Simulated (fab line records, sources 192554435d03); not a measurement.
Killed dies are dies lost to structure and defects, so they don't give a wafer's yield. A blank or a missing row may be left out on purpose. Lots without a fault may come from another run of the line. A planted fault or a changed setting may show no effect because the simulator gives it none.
Which tool did it? | flow n5_finfet | 15 lots, 44 wafers sampled, at 4 steps of a route of 1938

WHAT THE GAUGES READ, wafer by wafer
The record holds no reading of a measuring or inspecting step that can be judged against a usual standard deviation.

WHICH TOOL RAN EACH LOT (tool, then ch and the chambers of the sampled wafers, then the start)
lot  | N5_BEOL_M5_SPUTTER_88        | N5_BEOL_M5_DEP_56               | N5_BEOL_M6_PEB_09                 | N5_BEOL_M6_ETCH_61
L804 | pvd_sputter-02, day 8 10:52  | pecvd-02 ch 1,2, day 8 12:56    | litho_track-02 ch 0, day 8 15:01  | rie_diel-06 ch 0,3, day 8 15:28
L803 | pvd_sputter-03, day 8 15:13  | pecvd-03 ch 0,1, day 8 17:55    | litho_track-02 ch 0, day 8 19:47  | rie_diel-01 ch 0,2, day 8 20:04
L805 | pvd_sputter-01, day 9 13:41  | pecvd-01 ch 0,2, day 9 15:47    | litho_track-02 ch 0, day 9 18:41  | rie_diel-04 ch 2,3, day 9 18:53
L808 | pvd_sputter-02, day 10 06:02 | pecvd-02 ch 0,1, day 10 08:09   | litho_track-03 ch 0, day 10 10:49 | rie_diel-01 ch 1,2,3, day 10 11:00
L811 | pvd_sputter-02, day 10 12:57 | pecvd-01 ch 0,2, day 10 15:01   | litho_track-02, day 10 16:46      | rie_diel-04 ch 1,3, day 10 16:58
L810 | pvd_sputter-03, day 10 14:43 | pecvd-01 ch 1,2, day 10 16:54   | litho_track-03, day 10 19:19      | rie_diel-01 ch 0,3, day 10 19:35
L813 | pvd_sputter-03, day 11 00:13 | pecvd-03 ch 0,1,2, day 11 02:26 | litho_track-02 ch 0, day 11 05:34 | rie_diel-01 ch 0,1,3, day 11 05:47
L812 | pvd_sputter-02, day 11 00:37 | pecvd-02 ch 1,2, day 11 02:42   | litho_track-04, day 11 05:25      | rie_diel-06 ch 0,1,3, day 11 05:37
L815 | pvd_sputter-03, day 12 03:02 | pecvd-02 ch 0,1,2, day 12 05:07 | litho_track-02 ch 0, day 12 06:45 | rie_diel-04 ch 0,2, day 12 07:04
L818 | pvd_sputter-02, day 12 08:50 | pecvd-02 ch 0,1,2, day 12 10:55 | litho_track-02 ch 0, day 12 12:27 | rie_diel-01 ch 1,2,3, day 12 12:49
L819 | pvd_sputter-03, day 12 19:49 | pecvd-02 ch 0,1,2, day 12 21:54 | litho_track-04 ch 0, day 12 23:29 | rie_diel-06 ch 0,2,3, day 12 23:40
L823 | pvd_sputter-02, day 13 11:25 | pecvd-02 ch 1,2, day 13 13:40   | litho_track-02 ch 0, day 13 15:22 | rie_diel-01 ch 0,2,3, day 13 15:34
L822 | pvd_sputter-01, day 13 15:28 | pecvd-01 ch 1,2, day 13 17:34   | litho_track-02 ch 0, day 13 19:11 | rie_diel-04 ch 2,3, day 13 19:23
L825 | pvd_sputter-03, day 14 04:51 | pecvd-01 ch 0,2, day 14 06:56   | litho_track-02 ch 0, day 14 08:39 | rie_diel-01 ch 0,3, day 14 08:51
L824 | pvd_sputter-01, day 14 05:47 | pecvd-02 ch 0,1,2, day 14 07:58 | litho_track-04 ch 0, day 14 09:42 | rie_diel-01 ch 0,1,3, day 14 09:53
- N5_BEOL_M5_SPUTTER_88: material Cu, target thk 15 nm, time 27.62 s.
- N5_BEOL_M5_DEP_56: deposits SiCN from 3MS/NH3, target thk 8 nm, time 14 s.
- N5_BEOL_M6_PEB_09: peb time 60 s.
- N5_BEOL_M6_ETCH_61: etches SiARC in CF4, target depth 45.5 nm, time 75.8 s.

WHAT THE TOOLS THEMSELVES READ (means of the sampled wafers that have a number; where no wafer has one, the mark that the record gives instead)
N5_BEOL_M5_SPUTTER_88.
lot  | tool           | susceptor_temp_C (C) | throttle_valve_pct (%)
L804 | pvd_sputter-02 | -20.02               | 29.1
L803 | pvd_sputter-03 | -20.04               | 29.9
L805 | pvd_sputter-01 | -20.02               | 30.3
L808 | pvd_sputter-02 | -19.92               | 31.0
L811 | pvd_sputter-02 | -19.94               | 30.1
L810 | pvd_sputter-03 | -20.07               | 29.1
L813 | pvd_sputter-03 | -20.09               | 28.9
L812 | pvd_sputter-02 | -20.13               | 29.2
L815 | pvd_sputter-03 | -19.89               | 29.5
L818 | pvd_sputter-02 | -19.97               | 31.7
L819 | pvd_sputter-03 | -19.98               | 30.0
L823 | pvd_sputter-02 | -20.04               | 29.1
L822 | pvd_sputter-01 | -19.92               | 29.6
L825 | pvd_sputter-03 | -19.94               | 30.0
L824 | pvd_sputter-01 | -19.97               | 30.4

N5_BEOL_M5_DEP_56.
lot  | tool     | showerhead_plenum_p_Torr (Torr) | throttle_valve_pct (%)
L804 | pecvd-02 | 3.666                           | 9.1
L803 | pecvd-03 | 3.677                           | 8.8
L805 | pecvd-01 | 3.651                           | 8.6
L808 | pecvd-02 | 3.662                           | 9.7
L811 | pecvd-01 | 3.667                           | 8.8
L810 | pecvd-01 | 3.636                           | 8.6
L813 | pecvd-03 | 3.678                           | 8.8
L812 | pecvd-02 | 3.658                           | 9.1
L815 | pecvd-02 | 3.665                           | 9.2
L818 | pecvd-02 | 3.664                           | 9.0
L819 | pecvd-02 | 3.670                           | 9.0
L823 | pecvd-02 | 3.665                           | 9.0
L822 | pecvd-01 | 3.633                           | 8.5
L825 | pecvd-01 | 3.652                           | 8.6
L824 | pecvd-02 | 3.664                           | 9.1

N5_BEOL_M6_PEB_09.
lot  | tool           | chill_plate_temp_C (C) | exhaust_pa (Pa)
L804 | litho_track-02 | 22.85                  | 45.4
L803 | litho_track-02 | 23.02                  | 45.2
L805 | litho_track-02 | 23.03                  | 45.4
L808 | litho_track-03 | 22.87                  | 44.4
L811 | litho_track-02 | -                      | -
L810 | litho_track-03 | -                      | -
L813 | litho_track-02 | 23.07                  | 44.3
L812 | litho_track-04 | -                      | -
L815 | litho_track-02 | 22.93                  | 45.4
L818 | litho_track-02 | 22.96                  | 45.4
L819 | litho_track-04 | 22.92                  | 45.3
L823 | litho_track-02 | 22.90                  | 44.3
L822 | litho_track-02 | 23.08                  | 43.6
L825 | litho_track-02 | 22.99                  | 44.5
L824 | litho_track-04 | 23.05                  | 44.9

N5_BEOL_M6_ETCH_61.
lot  | tool        | drypump_motor_current_A (A) | etch_rf_on_time_s (s) | oes_product_au (a.u.) | rf_vpp_V (V) | showerhead_plenum_p_Torr (Torr) | throttle_valve_pct (%)
L804 | rie_diel-06 | 5.8                         | 77.0                  | 0.70                  | 184.6        | 2.11                            | 15.27
L803 | rie_diel-01 | 5.4                         | 75.8                  | 0.67                  | 183.5        | 2.11                            | 15.82
L805 | rie_diel-04 | 5.9                         | 76.4                  | 0.64                  | 184.1        | 2.12                            | 15.42
L808 | rie_diel-01 | 5.6                         | 76.8                  | 0.71                  | 185.4        | 2.21                            | 15.79
L811 | rie_diel-04 | 5.7                         | 77.9                  | 0.61                  | 182.8        | 2.10                            | 15.57
L810 | rie_diel-01 | 5.2                         | 74.5                  | 0.71                  | 185.0        | 2.17                            | 15.55
L813 | rie_diel-01 | 5.4                         | 76.4                  | 0.67                  | 184.6        | 2.18                            | 15.73
L812 | rie_diel-06 | 5.8                         | 74.5                  | 0.74                  | 184.6        | 2.14                            | 15.40
L815 | rie_diel-04 | 6.0                         | 72.6                  | 0.68                  | 184.0        | 2.17                            | 15.38
L818 | rie_diel-01 | 5.6                         | 77.6                  | 0.68                  | 184.4        | 2.21                            | 15.82
L819 | rie_diel-06 | 5.8                         | 75.7                  | 0.67                  | 182.6        | 2.13                            | 15.55
L823 | rie_diel-01 | 5.5                         | 77.6                  | 0.71                  | 185.7        | 2.20                            | 15.68
L822 | rie_diel-04 | 5.7                         | 74.4                  | 0.61                  | 184.2        | 2.15                            | 15.52
L825 | rie_diel-01 | 5.4                         | 75.9                  | 0.68                  | 184.5        | 2.15                            | 15.69
L824 | rie_diel-01 | 5.4                         | 74.8                  | 0.65                  | 185.3        | 2.17                            | 15.78

THE ANSWER, worked out from the rows above alone
Rule: what is usual is taken from the lots themselves. Put in order of their means at a reading, lots are off if they are a third of the lots or fewer, leave a main group of 4 or more, and stand apart from it by a gap of 3 or more times the standard deviation of the main group's means; of several such gaps the widest counts. A main group whose means are all the same, to the digits that the tables above print for the reading, isn't used. A lot without any number at a reading at which 4 lots or more have one is off too. The other lots that the step has rows for count as sound. The gauges are gone through in route order, then the tools' own readings, and for those a lot's mean is taken as printed above. The first step at which some lot is off is used, and at that step the reading that is off furthest; a lot without a number counts as furthest.
Off: L811, L810, L812, at N5_BEOL_M6_PEB_09 (chill_plate_temp_C). Without a number there: L811, L810, L812. The main group: mean 22.97 C, standard deviation 0.076.
A tool fits if, at that step or a process step before it, it ran every lot that is off, and no sound lot after the first of them. None of those tried fits.

WHAT THE SIMULATOR HAD PUT IN
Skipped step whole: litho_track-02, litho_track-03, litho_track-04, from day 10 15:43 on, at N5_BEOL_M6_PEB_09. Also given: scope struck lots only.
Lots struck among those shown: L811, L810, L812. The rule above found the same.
